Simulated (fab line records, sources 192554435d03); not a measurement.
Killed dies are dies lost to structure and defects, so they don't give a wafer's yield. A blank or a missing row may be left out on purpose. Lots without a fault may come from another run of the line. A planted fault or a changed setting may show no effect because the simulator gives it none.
fab line records | flow n5_finfet | part 1 of 2: steps 1 to 14 of 24
record lots=5 wafers=15 last_day=17
route steps=1938 shown BEOL_M2@877
lots that met no fault: from a run of the same line without faults
start_h: hours from the record's first day to the start of the lot's first wafer shown | wait_h: hours since the lot's step before | " the same as in the row above | L1.1+2: a row that stands for several wafers | - no value, or no start given | * or withheld: withheld | < > ~ a bound
route shown NAME@n: a module of which the file shows steps, and the number in the route of the first | usual: mean/standard deviation of fault-free wafers | same: alike in all rows | chamber/n: place in a boat | sites: the reading at each site | _std_site: their standard deviation | _edge_site: outer sites' mean less inner sites' | radius_mm: how far each site lies from the wafer's centre | mask NAME#n: copy n | behind: the tool/chamber that last shaped the wafer | hold: why the lot was held/for how many hours/how that ended | device: the transistor (n, p or np) that didn't switch | end of line: the same wafers' tests at the end of the route | a step without rows: its recipe alone | killed: dies lost to structure and defects at the first sort, not the wafer's yield | map: a wafer's dies, x killed, . not, _ none there
set.NAME: the setting as run; set.NAME@STEP: as run at that earlier step | model.NAME: the simulator's own value behind a step, which no gauge read
lots at some steps of the route; a table a step, a row a wafer
services: from which hour (start_h, from the record's first day; less than 0 if before it) a tool's chamber was out of use, for how many hours, and why
## steps
# step N5_BEOL_M2_OVL_MEAS_29
# recipe points_per_wafer=522
# usual V1_OVL=0.0/0.58
# columns lot.wafer tool chamber start_h wait_h V1_OVL[nm]
L075.4 overlay-01 0 146.52 0.0 -1.0
L075.5 " 0 " " -0.3
L075.6 " 0 " " -1.0
L078.1 overlay-01 0 155.70 0.0 0.2
L078.4 " 0 " " 0.6
L078.5 " 0 " " -0.1
L090.1 overlay-02 0 230.25 0.0 -0.5
L090.2 " 0 " " -1.0
L090.4 " 0 " " -0.9
L092.1 overlay-01 0 240.41 0.0 0.2
L092.3 " 0 " " -0.6
L092.5 " 0 " " -0.9
L096.2 overlay-02 0 278.42 0.0 -0.3
L096.3 " 0 " " -0.4
L096.5 " 0 " " 0.2
# step N5_BEOL_M2_INSPECT_30
# recipe mode=adi inspect_instrument=brightfield
# usual raw_defect_count=402/98
# columns lot.wafer tool chamber start_h wait_h raw_defect_count
L075.4 defect_inspect-01 - 146.56 0.0 709
L075.5 " - " " 564
L075.6 " - " " 378
L078.1 defect_inspect-01 - 155.77 0.1 432
L078.4 " - " " 322
L078.5 " - " " 493
L090.1 defect_inspect-01 - 230.31 0.1 555
L090.2 " - " " 495
L090.4 " - " " 528
L092.1 defect_inspect-02 - 240.47 0.1 336
L092.3 " - " " 352
L092.5 " - " " 430
L096.2 defect_inspect-02 - 278.47 0.0 291
L096.3 " - " " 238
L096.5 " - " " 335
# step N5_BEOL_M2_DESCUM_33
# recipe chemistry=O2 time_s=7 source_power_w=50 bias_power_w=20 pressure_mtorr=20 rf_frequency_hz=2.712e+07 temp_c=40 resist=CAR-EUV o2_flow_sccm=225
# usual chamber_pressure_mTorr=20.000/0.019 drypump_motor_current_A=6.0/0.41 oes_product_au=0.74/0.078 rf_vpp_V=243.0/1.3 showerhead_plenum_p_Torr=2.08/0.072 throttle_valve_pct=20.31/0.21
# columns lot.wafer tool chamber start_h wait_h chamber_pressure_mTorr drypump_motor_current_A oes_product_au rf_hours_counter_h rf_vpp_V showerhead_plenum_p_Torr throttle_valve_pct
L075.4 rie_diel-05 3 146.75 0.2 20.015 6.1 0.71 218 243.8 2.14 20.08
L075.5 " 0 " " 20.003 5.9 0.67 - 240.3 1.99 20.35
L075.6 " 1 " " 20.006 5.0 0.73 - 242.9 2.07 20.14
L078.1 rie_diel-04 3 155.80 0.0 19.998 6.1 0.81 109 242.3 2.02 20.13
L078.4 " 2 " " 19.995 6.4 0.71 - 243.9 2.05 20.53
L078.5 " 1 " " 20.028 6.1 0.70 - 244.9 2.17 20.27
L090.1 rie_diel-03 3 230.34 0.0 20.015 5.5 0.86 61 241.7 2.04 20.40
L090.2 " 2 " " 20.019 6.0 0.69 243 244.9 2.15 20.96
L090.4 " 0 " " 19.991 5.3 0.70 210 242.1 2.08 20.53
L092.1 rie_diel-03 0 240.50 0.0 20.000 5.3 0.70 213 242.6 2.08 20.54
L092.3 " 3 " " 19.960 5.5 0.85 65 242.3 2.03 20.39
L092.5 " 2 " " 20.006 5.9 0.69 - 243.4 2.14 20.96
L096.2 rie_diel-04 1 278.51 0.0 19.970 6.1 0.95 5 244.7 2.15 20.00
L096.3 " 3 " " 20.011 6.1 0.77 155 241.5 2.00 20.20
L096.5 " 3 " " 19.978 6.1 0.77 - 243.0 2.00 20.19
# step N5_BEOL_M2_ETCH_77
# recipe chemistry=N2/H2 target=underlayer target_depth_a=65 mask_material=CAR-EUV time_s=5.2 ion_energy_ev=200 pressure_mtorr=30 source_w=840 bias_w=150 n2_flow_sccm=200 h2_flow_sccm=200 ends=cleared
# usual chamber_pressure_mTorr=29.99/0.038 drypump_motor_current_A=6.0/0.41 etch_rf_on_time_s=5.24/0.11 oes_product_au=0.63/0.068 rf_vpp_V=523.5/2.5 showerhead_plenum_p_Torr=2.53/0.08 throttle_valve_pct=17.79/0.25
# columns lot.wafer tool chamber start_h wait_h chamber_pressure_mTorr drypump_motor_current_A etch_rf_on_time_s oes_product_au rf_hours_counter_h rf_vpp_V showerhead_plenum_p_Torr throttle_valve_pct
L075.4 rie_diel-05 3 146.78 0.0 30.00 6.2 5.31 0.59 218 526.7 2.61 17.58
L075.5 " 0 " " 29.96 5.9 5.29 0.58 - 520.4 2.42 17.84
L075.6 " 1 " " 29.99 5.0 5.31 0.62 - 522.6 2.53 17.69
L078.1 rie_diel-04 3 155.84 0.0 29.91 6.1 5.16 0.69 109 521.9 2.46 17.65
L078.4 " 2 " " 30.00 6.3 5.22 0.60 - 522.0 2.53 18.15
L078.5 " 1 " " 29.99 6.1 5.12 0.60 - 528.7 2.62 17.62
L090.1 rie_diel-03 3 230.38 0.0 29.97 5.5 5.09 0.74 61 522.6 2.49 17.85
L090.2 " 2 " " 30.01 6.0 5.30 0.59 243 526.4 2.61 18.46
L090.4 " 0 " " 30.00 5.3 5.31 0.59 210 522.4 2.50 17.90
L092.1 rie_diel-03 0 240.54 0.0 29.95 5.3 5.27 0.59 213 522.5 2.50 17.90
L092.3 " 3 " " 30.01 5.5 5.09 0.74 65 521.3 2.49 17.87
L092.5 " 2 " " 29.92 6.0 5.29 0.59 - 524.2 2.61 18.47
L096.2 rie_diel-04 1 278.54 0.0 29.97 6.1 5.10 0.82 5 526.3 2.61 17.34
L096.3 " 3 " " 29.98 6.1 5.26 0.64 155 521.0 2.44 17.72
L096.5 " 3 " " 29.94 6.1 5.24 0.65 - 520.1 2.44 17.71
# step N5_BEOL_M2_ETCH_69
# recipe chemistry=CF4 target=SiARC target_depth_a=156 mask_material=CAR-EUV time_s=26 ion_energy_ev=80 pressure_mtorr=40 source_w=545 bias_w=36 Ar_flow_sccm=100 cf4_flow_sccm=100 ends=cleared
# usual chamber_pressure_mTorr=40.00/0.036 drypump_motor_current_A=6.0/0.41 etch_rf_on_time_s=26.2/0.52 oes_product_au=0.63/0.067 rf_vpp_V=183.9/1.2 showerhead_plenum_p_Torr=2.13/0.064 throttle_valve_pct=15.55/0.24
# columns lot.wafer tool chamber start_h wait_h chamber_pressure_mTorr drypump_motor_current_A etch_rf_on_time_s oes_product_au rf_hours_counter_h rf_vpp_V showerhead_plenum_p_Torr throttle_valve_pct
L075.4 rie_diel-05 3 146.80 0.0 39.99 6.1 26.6 0.59 218 184.3 2.20 15.45
L075.5 " 0 " " 39.97 5.9 26.5 0.59 - 182.8 2.02 15.53
L075.6 " 1 " " 40.01 5.0 26.5 0.61 - 185.0 2.13 15.47
L078.1 rie_diel-04 3 155.85 0.0 40.00 6.1 26.2 0.69 109 183.2 2.07 15.36
L078.4 " 2 " " 39.99 6.4 25.9 0.61 - 183.6 2.12 15.91
L078.5 " 1 " " 40.01 6.1 25.4 0.60 - 183.8 2.19 15.45
L090.1 rie_diel-03 3 230.39 0.0 40.00 5.5 25.9 0.73 61 185.1 2.11 15.65
L090.2 " 2 " " 40.00 5.9 26.4 0.59 243 185.8 2.19 16.12
L090.4 " 0 " " 40.01 5.3 26.4 0.60 210 182.4 2.13 15.75
L092.1 rie_diel-03 0 240.56 0.0 39.97 5.4 26.6 0.59 213 184.8 2.13 15.75
L092.3 " 3 " " 39.98 5.5 25.9 0.72 65 182.6 2.10 15.67
L092.5 " 2 " " 40.05 5.9 27.0 0.58 - 184.6 2.19 16.15
L096.2 rie_diel-04 1 278.56 0.0 40.03 6.1 25.7 0.82 5 185.3 2.18 15.03
L096.3 " 3 " " 39.97 6.1 26.7 0.64 155 182.8 2.06 15.46
L096.5 " 3 " " 40.00 6.1 26.8 0.64 - 183.5 2.06 15.44
# step N5_BEOL_M2_ALD_98
# recipe material=SiO2 target_thk_a=25 temp_c=100 ald_precursor_family=BDEAS ald_co_reactant=O2-plasma pulse_time_s=1 co_reactant_pulse_time_s=1 purge_time_s=2 co_reactant_purge_time_s=2 ald_cycles=17 pressure_torr=2
# usual heater_power_w=79/9.1 precursor_pulse_height_rel=0.999/0.021
# columns lot.wafer tool chamber start_h wait_h heater_power_w precursor_pulse_height_rel
L075.4 ald_sin-01 3 146.88 0.1 99 0.974
L075.5 " 3 " " 97 0.986
L075.6 " 0 " " 76 1.014
L078.1 ald_sin-04 3 156.77 0.9 74 1.020
L078.4 " 2 " " 78 1.013
L078.5 " 0 " " 77 1.054
L090.1 ald_sin-02 0 231.20 0.8 69 1.015
L090.2 " 2 " " 83 1.012
L090.4 " 3 " " 69 1.023
L092.1 ald_sin-01 1 240.64 0.1 86 0.980
L092.3 " 3 " " 97 0.990
L092.5 " 1 " " 84 1.027
L096.2 ald_sin-02 0 278.81 0.2 69 1.026
L096.3 " 2 " " 83 1.025
L096.5 " 1 " " 87 0.977
# step N5_BEOL_M2_ETCHBACK_99
# recipe chemistry=CHF3 target=SiO2 target_depth_a=50 time_s=10.4 source_w=215 bias_w=47 Ar_flow_sccm=200 CHF3_flow_sccm=12 ion_energy_ev=100 pressure_mtorr=30
# usual chamber_pressure_mTorr=30.00/0.042 drypump_motor_current_A=5.9/0.47 oes_product_au=0.77/0.098 rf_vpp_V=239/4.1 showerhead_plenum_p_Torr=2.15/0.063 throttle_valve_pct=17.04/0.27
# columns lot.wafer tool chamber start_h wait_h chamber_pressure_mTorr drypump_motor_current_A oes_product_au rf_hours_counter_h rf_vpp_V showerhead_plenum_p_Torr throttle_valve_pct
L075.4 rie_diel-03 0 148.44 1.5 29.99 5.3 0.73 177 239 2.15 17.13
L075.5 " 2 " " 30.01 6.0 0.72 - 242 2.23 17.58
L075.6 " 3 " " 30.04 5.5 0.92 - 243 2.13 17.07
L078.1 rie_diel-04 2 156.94 0.1 29.99 6.4 0.70 204 236 2.12 17.31
L078.4 " 2 " " 29.99 6.4 0.71 - 236 2.12 17.30
L078.5 " 1 " " 30.04 6.0 0.71 - 239 2.21 16.87
L090.1 rie_diel-04 3 231.41 0.2 30.02 6.0 0.78 139 247 2.08 16.89
L090.2 " 0 " " 29.99 6.6 0.68 221 244 2.22 16.92
L090.4 " 0 " " 29.98 6.6 0.68 - 244 2.22 16.93
L092.1 rie_diel-05 1 246.30 5.6 29.98 5.0 0.69 219 233 2.13 16.93
L092.3 " 3 " " 29.94 6.1 0.68 254 232 2.20 16.97
L092.5 " 2 " " 30.00 5.9 0.98 - 241 2.28 16.81
L096.2 rie_diel-03 3 282.65 3.8 30.01 5.5 0.84 79 244 2.11 17.15
L096.3 " 0 " " 29.99 5.4 0.69 227 239 2.13 17.19
L096.5 " 1 " " 30.01 6.6 0.82 - 238 2.09 16.82
# step N5_BEOL_M2_ETCH_70
# recipe chemistry=N2/H2 target=SOC target_depth_a=800 overetch_a=240 mask_material=SiARC temp_c=40 time_s=130 ion_energy_ev=200 pressure_mtorr=30 source_w=840 bias_w=150 n2_flow_sccm=200 h2_flow_sccm=200
# usual chamber_pressure_mTorr=30.003/0.027 drypump_motor_current_A=5.9/0.47 oes_product_au=0.57/0.065 rf_vpp_V=523.7/2.3 showerhead_plenum_p_Torr=2.54/0.076 throttle_valve_pct=17.79/0.27
# columns lot.wafer tool chamber start_h wait_h chamber_pressure_mTorr drypump_motor_current_A oes_product_au rf_hours_counter_h rf_vpp_V showerhead_plenum_p_Torr throttle_valve_pct
L075.4 rie_diel-03 0 148.47 0.0 30.095 5.4 0.54 177 523.9 2.52 17.77
L075.5 " 2 " " 29.970 6.0 0.54 - 525.6 2.62 18.37
L075.6 " 3 " " 29.979 5.5 0.66 - 522.7 2.50 17.76
L078.1 rie_diel-04 2 156.98 0.0 30.033 6.4 0.52 204 523.5 2.53 18.11
L078.4 " 2 " " 30.009 6.4 0.52 - 522.6 2.53 18.11
L078.5 " 1 " " 29.982 6.1 0.52 - 526.4 2.62 17.61
L090.1 rie_diel-04 3 231.45 0.0 29.979 6.1 0.57 139 520.6 2.44 17.66
L090.2 " 0 " " 30.014 6.6 0.51 221 525.0 2.62 17.63
L090.4 " 0 " " 30.026 6.6 0.51 - 526.4 2.62 17.63
L092.1 rie_diel-05 1 246.34 0.0 30.013 5.0 0.52 219 523.0 2.52 17.73
L092.3 " 3 " " 29.983 6.2 0.50 254 524.8 2.59 17.59
L092.5 " 2 " " 30.048 6.0 0.71 - 528.2 2.72 17.74
L096.2 rie_diel-03 3 282.69 0.0 30.037 5.5 0.61 79 521.5 2.48 17.83
L096.3 " 0 " " 30.005 5.3 0.51 227 523.5 2.49 17.86
L096.5 " 1 " " 29.973 6.6 0.59 - 520.7 2.47 17.57
# step N5_BEOL_M2_STRIP_71
# recipe chemistry=N2/H2 temp_c=40 n2_flow_sccm=200 h2_flow_sccm=200 rf_frequency_hz=6e+07
# columns lot.wafer tool chamber start_h wait_h
L075.4+5+6 rie_diel-03 0,2,3 148.56 0.0
L078.1+4+5 rie_diel-04 2,2,1 157.07 0.0
L090.1+2+4 rie_diel-04 3,0,0 231.53 0.0
L092.1+3+5 rie_diel-05 1,3,2 246.42 0.0
L096.2+3+5 rie_diel-03 3,0,1 282.78 0.0
# step N5_BEOL_M2_STRIP_78
# recipe chemistry=N2/H2 temp_c=40 n2_flow_sccm=200 h2_flow_sccm=200 rf_frequency_hz=6e+07
# columns lot.wafer tool chamber start_h wait_h
L075.4+5+6 rie_diel-03 0,2,3 148.57 0.0
L078.1+4+5 rie_diel-04 2,2,1 157.08 0.0
L090.1+2+4 rie_diel-04 3,0,0 231.54 0.0
L092.1+3+5 rie_diel-05 1,3,2 246.43 0.0
L096.2+3+5 rie_diel-03 3,0,1 282.79 0.0
# step N5_BEOL_M2_VIA_ETCH_34
# recipe chemistry=C4F6/O2 target_depth_a=694 mask_material=SOC pressure_mtorr=15 ion_energy_ev=250 taper_deg=4 time_s=65.9 source_w=350 bias_w=170 Ar_flow_sccm=300 C4F6_flow_sccm=10 O2_flow_sccm=10
# usual O2_flow_sccm=9.998/0.029 chamber_pressure_mTorr=15.002/0.016 drypump_motor_current_A=5.9/0.47 oes_product_au=0.77/0.098 rf_vpp_V=662/11 showerhead_plenum_p_Torr=2.84/0.08 throttle_valve_pct=30.7/0.33
# columns lot.wafer tool chamber start_h wait_h O2_flow_sccm chamber_pressure_mTorr drypump_motor_current_A oes_product_au rf_hours_counter_h rf_vpp_V showerhead_plenum_p_Torr throttle_valve_pct
L075.4 rie_diel-03 0 148.58 0.0 10.018 15.002 5.4 0.73 177 660 2.84 30.7
L075.5 " 2 " " 10.020 14.981 6.0 0.71 - 669 2.93 31.3
L075.6 " 3 " " 9.996 15.005 5.5 0.92 - 672 2.81 30.9
L078.1 rie_diel-04 2 157.09 0.0 9.959 14.986 6.3 0.71 204 653 2.80 30.8
L078.4 " 2 " " 9.971 15.007 6.4 0.70 - 653 2.80 30.8
L078.5 " 1 " " 10.044 14.985 6.1 0.70 - 663 2.91 30.2
L090.1 rie_diel-04 3 231.55 0.0 10.018 14.995 6.1 0.77 139 682 2.74 30.6
L090.2 " 0 " " 10.016 14.989 6.6 0.68 221 676 2.93 30.4
L090.4 " 0 " " 10.005 15.008 6.5 0.69 - 675 2.93 30.4
L092.1 rie_diel-05 1 246.44 0.0 10.002 14.996 5.0 0.69 219 647 2.81 30.4
L092.3 " 3 " " 9.952 14.992 6.1 0.67 254 642 2.91 30.5
L092.5 " 2 " " 10.027 15.007 6.0 0.98 - 667 3.01 30.6
L096.2 rie_diel-03 3 282.80 0.0 10.012 14.999 5.5 0.84 79 671 2.78 31.0
L096.3 " 0 " " 10.000 14.999 5.4 0.69 227 661 2.82 30.8
L096.5 " 1 " " 9.970 15.011 6.6 0.82 - 657 2.76 30.5
# step N5_BEOL_M2_STRIP_83
# recipe chemistry=C4F6/O2 resist=SiARC rf_frequency_hz=6e+07
# columns lot.wafer tool chamber start_h wait_h
L075.4+5+6 rie_diel-03 0,2,3 148.63 0.0
L078.1+4+5 rie_diel-04 2,2,1 157.14 0.0
L090.1+2+4 rie_diel-04 3,0,0 231.60 0.0
L092.1+3+5 rie_diel-05 1,3,2 246.49 0.0
L096.2+3+5 rie_diel-03 3,0,1 282.85 0.0
# step N5_BEOL_M2_STRIP_36
# recipe chemistry=N2/H2 power_w=450 temp_c=40 pressure_mtorr=20 rf_frequency_hz=6e+07 overash_fraction=0.3 bias_power_w=7 h2_frac=0.5 n2_flow_sccm=200 h2_flow_sccm=200
# usual chamber_pressure_mTorr=20.00/0.031 drypump_motor_current_A=5.9/0.47 oes_product_au=0.77/0.096 rf_vpp_V=59.3/1.5 showerhead_plenum_p_Torr=2.53/0.076 throttle_valve_pct=23.6/0.32
# columns lot.wafer tool chamber start_h wait_h chamber_pressure_mTorr drypump_motor_current_A oes_product_au rf_hours_counter_h rf_vpp_V showerhead_plenum_p_Torr throttle_valve_pct
L075.4 rie_diel-03 0 148.64 0.0 19.98 5.4 0.73 177 56.5 2.51 23.5
L075.5 " 2 " " 20.00 5.9 0.73 - 59.7 2.62 24.3
L075.6 " 3 " " 20.03 5.5 0.91 - 60.1 2.50 23.6
L078.1 rie_diel-04 2 157.15 0.0 20.00 6.4 0.72 204 57.2 2.52 23.9
L078.4 " 2 " " 19.96 6.4 0.72 - 58.0 2.52 23.9
L078.5 " 1 " " 20.00 6.1 0.70 - 60.5 2.62 23.3
L090.1 rie_diel-04 3 231.61 0.0 20.03 6.0 0.78 139 56.2 2.44 23.5
L090.2 " 0 " " 19.98 6.6 0.70 221 56.7 2.61 23.4
L090.4 " 0 " " 20.00 6.6 0.69 - 56.7 2.61 23.4
L092.1 rie_diel-05 1 246.50 0.0 20.00 5.0 0.70 219 58.4 2.51 23.5
L092.3 " 3 " " 19.98 6.2 0.68 254 59.9 2.59 23.3
L092.5 " 2 " " 20.00 5.9 0.97 - 60.5 2.72 23.7
L096.2 rie_diel-03 3 282.86 0.0 19.96 5.5 0.84 79 55.7 2.48 23.7
L096.3 " 0 " " 20.00 5.4 0.69 227 57.7 2.49 23.6
L096.5 " 1 " " 19.94 6.6 0.82 - 57.6 2.47 23.4
# step N5_BEOL_M2_TRENCH_ETCH_37
# recipe chemistry=C4F6/O2 target_depth_a=555.55 target=SiOC time_s=29.2 ion_energy_ev=250 pressure_mtorr=30 source_w=355 bias_w=185 Ar_flow_sccm=300 C4F6_flow_sccm=10 O2_flow_sccm=10
# usual O2_flow_sccm=9.998/0.03 chamber_pressure_mTorr=30.000/0.025 drypump_motor_current_A=5.9/0.47 oes_product_au=0.77/0.098 rf_vpp_V=661/11 showerhead_plenum_p_Torr=2.84/0.08 throttle_valve_pct=20.81/0.27
# columns lot.wafer tool chamber start_h wait_h O2_flow_sccm chamber_pressure_mTorr drypump_motor_current_A oes_product_au rf_hours_counter_h rf_vpp_V showerhead_plenum_p_Torr throttle_valve_pct
L075.4 rie_diel-03 0 - - 9.947 29.987 5.3 0.73 177 662 2.84 20.91
L075.5 " 2 " " 10.019 30.018 5.9 0.71 - 668 2.94 21.38
L075.6 " 3 " " 9.966 29.999 5.5 0.91 - 670 2.81 20.91
L078.1 rie_diel-04 2 - - 10.041 29.963 6.4 0.71 204 653 2.80 21.03
L078.4 " 2 " " 10.016 30.022 6.4 0.70 - 652 2.80 21.04
L078.5 " 1 " " 10.013 30.009 6.1 0.70 - 662 2.92 20.57
L090.1 rie_diel-04 3 - - 10.021 30.001 6.1 0.77 139 682 2.75 20.68
L090.2 " 0 " " 10.004 29.983 6.6 0.68 221 675 2.93 20.63
L090.4 " 0 " " 10.027 30.008 6.6 0.68 - 675 2.93 20.64
L092.1 rie_diel-05 1 - - 9.994 30.042 5.0 0.69 219 647 2.81 20.67
L092.3 " 3 " " 9.990 30.000 6.2 0.68 254 642 2.91 20.67
L092.5 " 2 " " 10.058 29.992 5.9 0.97 - 665 3.02 20.64
L096.2 rie_diel-03 3 - - 9.962 29.985 5.5 0.85 79 671 2.79 20.98
L096.3 " 0 " " 10.005 30.001 5.4 0.69 227 661 2.82 20.98
L096.5 " 1 " " 10.007 29.973 6.6 0.83 - 656 2.77 20.59
